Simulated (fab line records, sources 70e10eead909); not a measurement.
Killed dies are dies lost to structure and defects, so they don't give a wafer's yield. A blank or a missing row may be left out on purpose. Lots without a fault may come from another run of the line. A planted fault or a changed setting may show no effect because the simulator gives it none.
A struck lot beside a sound one | flow nand_harc | 14 steps out of a route of 1302
Sound: wafers L247.3, L247.5, L247.6. Struck: wafers L243.2, L243.3, L243.4. The cause comes at the end.
At each step with rows: each side's tool, then ch and its chambers, then its first start. Under that, the readings that differ: sound wafers | struck wafers | difference of the means | sigmas: that difference in standard deviations of wafers without a fault.
alike: readings whose means differ by less than 2 such deviations, and words and numbers that are the same on both sides. not compared: withheld readings, readings that some wafer has no value for, bounds like >300 that may hide the same value, and numbers for which the record gives no deviation and whose values overlap.
The two part at a step that has a row with sigmas, a row that says differs or no value, or rows on one side only. Numbers that don't overlap but have no deviation are shown without sigmas and don't part them. A reading that every wafer of one side lacks parts them only if that side has two wafers or more.

NHARC_THIN_TSV_GRIND_00:
  sound on grinder-01 ch 0, day 29 22:10; struck on grinder-01 ch 0, day 28 03:00
  alike: motor_current_A
NHARC_THIN_TSV_CMP_01: polishes.
  sound on cmp-02 ch 1,2, day 29 23:01; struck on cmp-01 ch 0,1,2, day 28 04:02
  alike: motor_current_A, slurry_filter_dp_kPa
  not compared: pad_life_wafers
NHARC_THIN_TSV_THK_MEAS_02: measures by ir.
  sound on film_metro-01, day 29 23:16; struck on film_metro-01, day 28 04:17
  alike: thk_nm
then, 3 steps without rows for these wafers: NHARC_THIN_TSV_SRD_03; NHARC_THIN_TSV_PRECLEAN_41 (cleans in SC1); NHARC_THIN_TSV_SRD_42.
NHARC_THIN_TSV_DEP_43: deposits SiO2, target thk 1328.5 nm.
  sound on pecvd-04 ch 1,2, day 29 23:34; struck on pecvd-01 ch 0,2, day 28 04:33
  alike: showerhead_vpp_V, throttle_valve_pct
then, 5 steps without rows for these wafers: NHARC_THIN_TSV_DEHYDRATE_04 (time 120 s); NHARC_THIN_TSV_HMDS_05 (time 30 s); NHARC_THIN_TSV_COAT_06; NHARC_THIN_TSV_SOFTBAKE_07 (time 95 s); NHARC_THIN_TSV_EBR_08.
NHARC_THIN_TSV_EXPOSE_09: exposes mask TSV.
  sound on krf_scanner-03 ch 0, day 30 00:03; struck on krf_scanner-02, day 28 05:13
  no value came back on the struck wafers for exposure_dose_mJ_cm2, focus_offset_nm (nm), stage_vel_mm_s (mm/s); on the sound wafers exposure_dose_mJ_cm2 reads 30.64 30.68 30.68
  alike: mask
then, 1 step without rows for these wafers: NHARC_THIN_TSV_PEB_10 (peb time 85 s).

WHERE THEY PART
Only at NHARC_THIN_TSV_EXPOSE_09, within this record.

WHY: what the simulator had put in
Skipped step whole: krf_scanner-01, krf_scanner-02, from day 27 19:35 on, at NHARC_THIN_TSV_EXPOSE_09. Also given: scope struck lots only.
